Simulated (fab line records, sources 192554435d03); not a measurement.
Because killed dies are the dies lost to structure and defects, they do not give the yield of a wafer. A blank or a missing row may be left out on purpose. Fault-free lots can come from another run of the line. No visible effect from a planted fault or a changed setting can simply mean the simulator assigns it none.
fab line records -- flow n5Finfet
[record] lots = 12, wafers = 31, lastDay = 17
route steps=1938 shown BEOL_M15@1785 TV_OPEN@1888 PASSIVATION@1936
lots with no fault: from the same line, run without faults
startH: the number of hours between the record's first day and the start of the first shown wafer of the lot -- waitH: hours since the lot's step before -- " the same as in the row above -- L1.1+2: one row covering several wafers at once -- - no value, or no start was given -- * or withheld: withheld -- < > ~ a bound
route shown NAME@n: a module of which the file shows steps, and the number in the route of the first -- usual: the fault-free wafers' mean and standard deviation -- same: alike in all rows -- chamber/n: place in a boat -- sites: the reading at each site -- _std_site: how widely they spread, as a standard deviation -- _edge_site: inner sites' mean taken away from outer sites' mean -- radiusMm: how far each site lies from the wafer's centre -- mask NAME#n: copy n -- behind: the last tool/chamber to shape the wafer -- hold: cause of the lot's hold/its duration in hours/its outcome -- device: the transistor (n, p or np) that didn't switch -- end of line: the tests these same wafers got at the end of their route -- a step given without rows: its recipe and nothing more -- killed: count of dies lost to structure and defects at first sort (not the wafer's yield) -- map: dies across one wafer; x = killed, . = not, _ = none there
set.NAME: the setting that was run; set.NAME@STEP: the one run at that earlier step -- model.NAME: the simulator's own value behind a step, which no gauge read
route steps across a sampled set of lots; one table per step, one row per wafer
services: when a tool's chamber went out of use (startH, in hours from the record's first day, below 0 if earlier), for how many hours, and the reason
[[steps]]
[step N5_BEOL_M15_INSPECT_12]
[recipe] mode = adi, inspectInstrument = macro
[usual] rawDefectCount = 2.3/1.5
lot.wafer,tool,chamber,startH,waitH,rawDefectCount
L965.2,defectInspect-01,-,269.27,0.0,1
L965.5,defectInspect-01,-,269.27,0.0,2
L966.1,defectInspect-02,-,272.20,0.0,1
L966.6,defectInspect-02,-,272.20,0.0,4
L967.2,defectInspect-01,-,281.21,0.0,1
L967.5,defectInspect-01,-,281.21,0.0,0
L967.6,defectInspect-01,-,281.21,0.0,2
L968.1,defectInspect-02,-,281.41,0.0,3
L968.6,defectInspect-02,-,281.41,0.0,4
L971.3,defectInspect-01,-,299.87,0.0,3
L971.4,defectInspect-01,-,299.87,0.0,4
L971.5,defectInspect-01,-,299.87,0.0,3
L973.1,defectInspect-02,-,311.30,0.0,3
L973.5,defectInspect-02,-,311.30,0.0,1
L973.6,defectInspect-02,-,311.30,0.0,2
L976.1,defectInspect-01,-,322.72,0.0,1
L976.3,defectInspect-01,-,322.72,0.0,3
L976.4,defectInspect-01,-,322.72,0.0,1
L977.1,defectInspect-01,-,338.14,0.0,3
L977.3,defectInspect-01,-,338.14,0.0,2
L977.5,defectInspect-01,-,338.14,0.0,2
L980.1,defectInspect-02,-,351.94,0.0,1
L980.4,defectInspect-02,-,351.94,0.0,0
L983.1,defectInspect-02,-,373.06,0.0,2
L983.4,defectInspect-02,-,373.06,0.0,3
L987.1,defectInspect-01,-,386.41,0.0,2
L987.2,defectInspect-01,-,386.41,0.0,2
L987.6,defectInspect-01,-,386.41,0.0,2
L986.1,defectInspect-01,-,401.52,0.0,1
L986.2,defectInspect-01,-,401.52,0.0,4
L986.5,defectInspect-01,-,401.52,0.0,3
[step N5_BEOL_M15_ETCH_57]
[recipe] chemistry = N2/H2, target = SOC, sourceW = 3000, biasW = 350, timeS = 750, ionEnergyEv = 200, pressureMtorr = 30, n2FlowSccm = 200, h2FlowSccm = 200
[usual] drypumpMotorCurrentA = 5.7/0.36, h2FlowSccm = 200.0/0.67, oesProductAu = 0.76/0.081, rfVppV = 523.4/2.4, showerheadPlenumPTorr = 2.52/0.087, throttleValvePct = 17.81/0.26
lot.wafer,tool,chamber,startH,waitH,drypumpMotorCurrentA,h2FlowSccm,oesProductAu,rfHoursCounterH,rfVppV,showerheadPlenumPTorr,throttleValvePct
L965.2,rieDiel-02,0,269.90,-,5.6,200.3,0.91,20,524.4,2.61,17.46
L965.5,rieDiel-02,1,269.90,-,5.6,200.1,0.74,-,520.3,2.43,18.02
L966.1,rieDiel-02,3,273.29,-,5.4,199.9,0.81,101,526.4,2.54,17.49
L966.6,rieDiel-02,2,273.29,-,5.9,199.9,0.73,-,524.0,2.53,17.83
L967.2,rieDiel-01,0,281.84,-,6.4,200.2,0.70,205,523.2,2.50,17.54
L967.5,rieDiel-01,1,281.84,-,5.3,200.1,0.73,-,521.5,2.42,18.07
L967.6,rieDiel-01,2,281.84,-,6.0,199.6,0.71,-,526.9,2.63,17.61
L968.1,rieDiel-01,3,282.32,-,6.1,201.1,0.68,231,520.8,2.40,18.33
L968.6,rieDiel-01,1,282.32,-,5.3,199.8,0.72,-,520.7,2.42,18.07
L971.3,rieDiel-01,0,300.56,-,6.4,200.8,0.70,212,521.1,2.50,17.58
L971.4,rieDiel-01,2,300.56,-,6.1,199.7,0.71,195,525.1,2.63,17.59
L971.5,rieDiel-01,2,300.56,-,6.1,200.9,0.70,-,525.6,2.63,17.60
L973.1,rieDiel-01,3,312.18,-,6.1,199.8,0.67,240,520.7,2.39,18.35
L973.5,rieDiel-01,0,312.18,-,6.4,201.0,0.69,-,523.9,2.50,17.59
L973.6,rieDiel-01,1,312.18,-,5.3,199.7,0.72,-,520.4,2.42,18.08
L976.1,rieDiel-02,3,323.87,-,5.3,199.8,0.79,119,523.8,2.54,17.53
L976.3,rieDiel-02,1,323.87,-,5.6,199.4,0.73,187,521.2,2.42,18.05
L976.4,rieDiel-02,0,323.87,-,5.6,199.9,0.87,-,526.1,2.60,17.48
L977.1,rieDiel-02,3,338.78,-,5.4,200.3,0.77,124,524.1,2.53,17.53
L977.3,rieDiel-02,1,338.78,-,5.6,199.7,0.72,192,521.4,2.42,18.05
L977.5,rieDiel-02,0,338.78,-,5.6,199.7,0.86,-,526.6,2.60,17.50
L980.1,rieDiel-03,1,352.76,-,5.1,200.9,0.91,27,522.2,2.50,18.01
L980.4,rieDiel-03,3,352.76,-,5.2,200.5,0.70,205,520.2,2.41,17.98
L983.1,rieDiel-02,0,374.05,-,5.6,198.6,0.85,52,523.9,2.60,17.52
L983.4,rieDiel-02,3,374.05,-,5.3,200.9,0.77,131,523.6,2.53,17.54
L987.1,rieDiel-02,3,387.04,-,5.4,199.3,0.78,134,523.1,2.53,17.54
L987.2,rieDiel-02,0,387.04,-,5.6,200.0,0.85,56,525.3,2.59,17.53
L987.6,rieDiel-02,1,387.04,-,5.6,199.8,0.71,-,520.8,2.41,18.09
L986.1,rieDiel-03,2,402.24,-,5.9,200.2,0.87,68,521.8,2.45,18.01
L986.2,rieDiel-03,1,402.24,-,5.1,201.6,0.87,45,523.4,2.49,18.04
L986.5,rieDiel-03,2,402.24,-,5.8,201.1,0.88,-,523.1,2.45,17.99
[step N5_BEOL_M15_DEP_53]
[recipe] material = SiCN, targetThkA = 500, tempC = withheld, precursor = 3MS/NH3, pressureTorr = 3, rfW = 675, timeS = 17.8
[usual] showerheadPlenumPTorr = 4.148/0.013, throttleValvePct = 17.2/1.1
lot.wafer,tool,chamber,startH,waitH,showerheadPlenumPTorr,throttleValvePct
L965.2,pecvd-03,1,274.05,0.0,4.155,19.3
L965.5,pecvd-03,2,274.05,0.0,4.154,16.1
L966.1,pecvd-03,0,280.18,0.0,4.158,18.1
L966.6,pecvd-03,1,280.18,0.0,4.136,19.5
L967.2,pecvd-03,0,286.69,0.0,4.179,18.1
L967.5,pecvd-03,2,286.69,0.0,4.158,15.9
L967.6,pecvd-03,0,286.69,0.0,4.166,17.9
L968.1,pecvd-03,0,290.20,0.0,4.169,17.8
L968.6,pecvd-03,0,290.20,0.0,4.162,17.7
L971.3,pecvd-04,2,304.76,0.0,4.135,17.8
L971.4,pecvd-04,0,304.76,0.0,4.161,17.5
L971.5,pecvd-04,2,304.76,0.0,4.141,17.8
L973.1,pecvd-03,0,316.82,0.0,4.164,18.2
L973.5,pecvd-03,1,316.82,0.0,4.132,19.2
L973.6,pecvd-03,0,316.82,0.0,4.168,18.1
L976.1,pecvd-02,2,330.79,0.0,4.141,15.7
L976.3,pecvd-02,0,330.79,0.0,4.117,16.8
L976.4,pecvd-02,2,330.79,0.0,4.142,15.6
L977.1,pecvd-02,1,342.73,0.0,4.145,17.2
L977.3,pecvd-02,2,342.73,0.0,4.141,15.6
L977.5,pecvd-02,1,342.73,0.0,4.143,17.2
L980.1,pecvd-04,0,357.89,0.0,4.166,17.8
L980.4,pecvd-04,0,357.89,0.0,4.161,17.6
L983.1,pecvd-03,1,378.18,0.0,4.145,19.3
L983.4,pecvd-03,2,378.18,0.0,4.156,16.2
L987.1,pecvd-03,1,391.46,0.0,4.135,19.5
L987.2,pecvd-03,2,391.46,0.0,4.149,16.5
L987.6,pecvd-03,1,391.46,0.0,4.148,19.4
L986.1,pecvd-04,0,406.38,0.0,4.172,17.6
L986.2,pecvd-04,2,406.38,0.0,4.144,17.9
L986.5,pecvd-04,0,406.38,0.0,4.174,17.8
[step N5_PASSIVATION_VIA_ETCH_13]
[recipe] chemistry = CHF3/O2, target = SiO2, targetDepthA = 6600, CHF3_flow_sccm = 50, O2_flow_sccm = 5, Ar_flow_sccm = 200, timeS = 330, maskMaterial = PR, pressureMtorr = 30, sourceW = 650, biasW = 170, ionEnergyEv = 200, ends = cleared
[usual] drypumpMotorCurrentA = 5.6/0.41, etchRfOnTimeS = 237/7.2, oes_ar_750_au = 0.78/0.089, oesProductAu = 0.70/0.086, rfVppV = 522/13, showerheadPlenumPTorr = 2.38/0.082, throttleValvePct = 18.96/0.21
lot.wafer,tool,chamber,startH,waitH,drypumpMotorCurrentA,etchRfOnTimeS,oes_ar_750_au,oesProductAu,rfHoursCounterH,rfVppV,showerheadPlenumPTorr,throttleValvePct
L965.2,rieDiel-02,3,281.59,0.0,5.3,230,0.79,0.73,104,533,2.44,18.81
L965.5,rieDiel-02,0,281.59,0.0,5.6,236,0.88,0.80,-,528,2.47,18.58
L966.1,rieDiel-01,3,287.82,0.0,6.1,233,0.72,0.62,233,508,2.28,19.43
L966.6,rieDiel-01,0,287.82,0.0,6.4,241,0.72,0.65,-,538,2.38,18.73
L967.2,rieDiel-02,3,292.60,0.0,5.3,235,0.78,0.72,108,533,2.43,18.82
L967.5,rieDiel-02,2,292.60,0.0,5.9,249,0.72,0.65,-,520,2.41,19.03
L967.6,rieDiel-02,3,292.60,0.0,5.3,240,0.78,0.73,-,534,2.43,18.82
L968.1,rieDiel-03,2,296.65,0.0,5.9,225,0.90,0.81,37,512,2.32,18.90
L968.6,rieDiel-03,0,296.65,0.0,5.4,240,0.71,0.64,-,531,2.47,19.23
L971.3,rieDiel-02,1,314.31,0.0,5.6,239,0.74,0.66,183,512,2.31,19.25
L971.4,rieDiel-02,0,314.31,0.0,5.6,230,0.86,0.80,-,527,2.47,18.62
L971.5,rieDiel-02,3,314.31,0.0,5.4,236,0.78,0.72,-,531,2.43,18.83
L973.1,rieDiel-01,1,328.88,0.0,5.3,235,0.72,0.65,199,545,2.27,19.05
L973.5,rieDiel-01,2,328.88,0.0,6.1,238,0.71,0.64,-,524,2.47,18.67
L973.6,rieDiel-01,1,328.88,0.0,5.3,236,0.73,0.66,-,545,2.27,19.02
L976.1,rieDiel-03,2,339.37,0.0,5.8,233,0.89,0.81,45,511,2.32,18.92
L976.3,rieDiel-03,1,339.37,0.0,5.1,233,0.90,0.83,22,514,2.36,19.01
L976.4,rieDiel-03,3,339.37,0.0,5.2,255,0.72,0.64,201,502,2.30,19.12
L977.1,rieDiel-01,1,349.19,0.0,5.3,391,0.71,0.53,206,544,2.27,19.00
L977.3,rieDiel-01,0,349.19,0.0,6.4,235,0.71,0.64,227,539,2.37,18.77
L977.5,rieDiel-01,0,349.19,0.0,6.4,399,0.71,0.52,-,540,2.37,18.73
L980.1,rieDiel-01,3,364.86,0.0,6.1,372,1.00,0.70,1,517,2.56,19.02
L980.4,rieDiel-01,0,364.86,0.0,6.4,236,0.70,0.63,235,540,2.37,18.77
L983.1,rieDiel-01,3,387.65,0.0,6.0,375,0.97,0.67,9,516,2.56,19.02
L983.4,rieDiel-01,2,387.65,0.0,6.1,247,0.69,0.61,226,523,2.46,18.70
L987.1,rieDiel-03,1,398.41,0.0,5.1,230,0.86,0.79,44,515,2.35,19.03
L987.2,rieDiel-03,3,398.41,0.0,5.2,252,0.70,0.62,222,501,2.29,19.15
L987.6,rieDiel-03,2,398.41,0.0,5.8,236,0.86,0.79,-,511,2.31,18.94
L986.1,rieDiel-03,2,412.69,0.0,5.9,225,0.85,0.78,71,513,2.31,18.95
L986.2,rieDiel-03,0,412.69,0.0,5.4,235,0.94,0.86,10,531,2.46,18.87
L986.5,rieDiel-03,0,412.69,0.0,5.4,233,0.95,0.86,-,529,2.46,18.86
[step N5_PASSIVATION_PROBE_49]
[usual] defectLimitedYield = 91.3/1.4, killed_at_M0_to_M3 = 33/9.9, killed_at_M4_up = 15/5.6, killedAtContacts = 13/5.7, killedAtFrontEnd = 38/12, killedAtOther = 4/3.1, killedDies = 103/17, killedOpen = 66/13, killedShort = 32/7.8, sort_bin_4_leakage = 0.02/0.16, sort_bin_5_function = 5.1/0.95, sort_bin_6_memory = 3.2/0.68, sort_bin_8_speed = 0.02/0.22, sortNPass = 1077/17, sortYieldPct = 91.3/1.5
[same] grossDies = 1180, killedAtBackSide = 0
lot.wafer,tool,chamber,startH,waitH,defectLimitedYield[%],killed_at_M0_to_M3,killed_at_M4_up,killedAtContacts,killedAtFrontEnd,killedAtOther,killedDies,killedOpen,killedShort,sort_bin_4_leakage[%],sort_bin_5_function[%],sort_bin_6_memory[%],sort_bin_8_speed[%],sortNPass,sortYieldPct[%]
L966.1,prober-02,-,294.34,0.0,91.2,56,5,12,25,6,104,56,45,0,4.1,4.3,0,1076,91.2
L966.6,prober-02,-,294.59,0.3,89.9,45,26,11,33,4,119,75,43,0,6.2,3.2,0,1061,89.9
L968.1,prober-01,-,302.87,0.0,92.6,23,21,10,28,5,87,51,32,0,5.0,1.9,0,1093,92.6
L968.6,prober-01,-,303.12,0.3,90.2,32,32,9,38,5,116,71,42,0,5.8,3.6,0,1064,90.2
L973.1,prober-01,-,335.18,0.0,93.1,26,15,11,27,2,81,51,25,0,3.9,2.5,0,1099,93.1
L973.5,prober-01,-,335.38,0.2,91.1,38,17,13,20,17,105,70,33,0,5.4,3.5,0,1075,91.1
L973.6,prober-01,-,335.43,0.3,92.7,27,13,8,31,7,86,49,28,0,3.8,2.6,0,1094,92.7
L977.1,prober-01,-,356.39,0.0,89.0,41,15,19,50,5,130,71,48,0,7.2,3.4,0,1050,89.0
L977.3,prober-01,-,356.49,0.1,90.9,37,8,18,38,6,107,61,46,0,5.1,3.3,0,1073,90.9
L977.5,prober-01,-,356.59,0.2,93.1,29,7,16,23,7,82,59,18,0,3.7,3.1,0,1098,93.1
L983.4,prober-01,-,396.85,0.2,91.8,24,14,13,37,9,97,59,37,0,4.3,3.4,0,1083,91.8
// killed by level:class
L966.1 BEOL_M0_SAQP:geometricParticle:short=21 MOL_CONTACT_COAG:geometricParticle:open=10 BEOL_M0_SAQP:geometricParticle:open=10 BEOL_M1:geometricParticle:open=9 BEOL_M2:geometricParticle:open=6 STI_FIN_REVEAL:geometricParticle:open=5 ILD0:geometricParticle:short=4 GATE_CUT:geometricParticle:open=3
L966.6 BEOL_M0_SAQP:geometricParticle:short=13 BEOL_M4:geometricParticle:open=13 MOL_CONTACT_COAG:geometricParticle:open=10 BEOL_M1:geometricParticle:open=9 BEOL_M0_SAQP:geometricParticle:open=8 GATE_CUT:geometricParticle:open=6 BEOL_M5:geometricParticle:open=6 GATE_CUT:geometricParticle:short=5
L968.1 FIN_SAQP:geometricParticle:short=9 MOL_CONTACT_COAG:geometricParticle:open=7 BEOL_M0_SAQP:geometricParticle:short=6 BEOL_M1:geometricParticle:open=6 BEOL_M4:geometricParticle:short=6 BEOL_M4:geometricParticle:open=6 DUMMY_GATE:geometricParticle:open=5 BEOL_M0_SAQP:geometricParticle:open=5
L968.6 BEOL_M4:geometricParticle:open=14 FIN_SAQP:geometricParticle:short=10 FIN_SAQP:geometricParticle:open=9 BEOL_M1:geometricParticle:open=8 BEOL_M4:geometricParticle:short=8 BEOL_M0_SAQP:geometricParticle:open=7 BEOL_M0_SAQP:geometricParticle:short=7 MOL_CONTACT_COAG:geometricParticle:open=6
L973.1 BEOL_M0_SAQP:geometricParticle:open=7 STI_FIN_REVEAL:geometricParticle:open=7 MOL_CONTACT_COAG:geometricParticle:open=7 FIN_SAQP:geometricParticle:open=6 BEOL_M3:geometricParticle:open=6 GATE_CUT:geometricParticle:short=5 BEOL_M2:geometricParticle:open=4 BEOL_M6:geometricParticle:open=4
L973.5 BEOL_M3:geometricParticle:open=14 MOL_CONTACT_COAG:geometricParticle:open=11 BEOL_M4:geometricParticle:open=7 BEOL_M0_SAQP:geometricParticle:open=7 MIM_TOP_ETCH:geometricParticle:short=7 BEOL_M2:geometricParticle:open=7 BEOL_M0_SAQP:geometricParticle:short=6 STI_FIN_REVEAL:geometricParticle:open=5
L973.6 BEOL_M3:geometricParticle:open=7 HKMG_FIN:areaEtch=7 MOL_CONTACT_COAG:geometricParticle:open=6 FIN_SAQP:geometricParticle:short=5 STI_FIN_REVEAL:geometricParticle:open=5 BEOL_M1:geometricParticle:open=5 BEOL_M4:geometricParticle:open=5 ILD0:geometricParticle:short=3
L977.1 FIN_SAQP:geometricParticle:short=16 MOL_CONTACT_COAG:geometricParticle:open=15 BEOL_M0_SAQP:geometricParticle:short=10 FIN_SAQP:geometricParticle:open=9 BEOL_M2:geometricParticle:open=8 BEOL_M4:geometricParticle:open=7 BEOL_M0_SAQP:geometricParticle:open=5 BEOL_M0:geometricParticle:open=5
L977.3 MOL_CONTACT_COAG:geometricParticle:open=11 GATE_CUT:geometricParticle:short=9 FIN_SAQP:geometricParticle:open=8 BEOL_M0_SAQP:geometricParticle:short=8 FIN_SAQP:geometricParticle:short=7 MOL_CONTACT_COAG:geometricParticle:short=7 BEOL_M1:geometricParticle:open=7 BEOL_M0_SAQP:geometricParticle:open=6
L977.5 MOL_CONTACT_COAG:geometricParticle:open=14 BEOL_M0:geometricParticle:open=7 BEOL_M1:geometricParticle:open=7 BEOL_M2:geometricParticle:open=5 FIN_SAQP:geometricParticle:open=4 DUMMY_GATE:geometricParticle:open=4 GATE_CUT:geometricParticle:short=4 PASS1_CAP:geometricParticle:open=3
L983.4 MOL_CONTACT_COAG:geometricParticle:open=12 BEOL_M3:geometricParticle:open=8 FIN_SAQP:geometricParticle:short=6 BEOL_M0_SAQP:geometricParticle:short=6 FIN_SAQP:geometricParticle:open=5 STI_FIN_REVEAL:geometricParticle:open=4 DUMMY_GATE:geometricParticle:open=4 GATE_CUT:geometricParticle:short=4
[[services]]
tool,chamber,startH,hours,kind
pecvd-04,0,262.33,5.5,scheduledDown
pecvd-04,-,270.79,3.2,repair
pecvd-03,1,281.86,19.3,repair
rieDiel-02,1,285.26,2.9,repair
pecvd-04,0,286.04,5.0,scheduledDown
rieDiel-02,2,311.15,15.1,repair
rieDiel-03,2,315.58,9.5,repair
rieDiel-01,3,344.62,-,clean
rieDiel-01,3,344.62,-,consumableReplace:focusRing
rieDiel-01,3,344.62,-,consumableReplace:showerhead
rieDiel-01,3,344.62,16.0,scheduledDown
rieDiel-01,3,344.62,16.0,ventCycle
rieDiel-01,-,347.50,0.1,repair
rieDiel-02,-,355.65,15.6,pm
rieDiel-03,0,365.55,-,clean
rieDiel-03,0,365.55,-,consumableReplace:focusRing
rieDiel-03,0,365.55,18.1,scheduledDown
rieDiel-03,0,365.55,18.1,ventCycle
pecvd-04,-,368.61,28.1,pm
pecvd-04,-,396.71,2.8,pm
pecvd-04,1,399.70,-,clean
pecvd-04,1,399.70,-,consumableReplace:showerhead
pecvd-04,1,399.70,29.0,scheduledDown
rieDiel-02,-,410.46,2.8,pm
[[key]]
[firstSign] step = N5_PASSIVATION_VIA_ETCH_13, reading = etchRfOnTimeS, direction = up, sigmas = 21, usual = *, struck = *
effect none on later readings
metAt N5_PASSIVATION_VIA_ETCH_13
struckLots L977,L980,L983
struckWafers L977.1,L977.5,L980.1,L983.1
notActingAt N5_BEOL_M15_INSPECT_12,N5_BEOL_M15_ETCH_57,N5_BEOL_M15_DEP_53
onsetBetween 328.88 349.19
[fault] kind = processParameterDrift, tool = rieDiel-01, chamber = -, onsetH = 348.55, steps = N5_PASSIVATION_VIA_ETCH_13, channel = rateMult, offset = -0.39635, shape = step, endH = 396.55, scope = struckWafersOnly
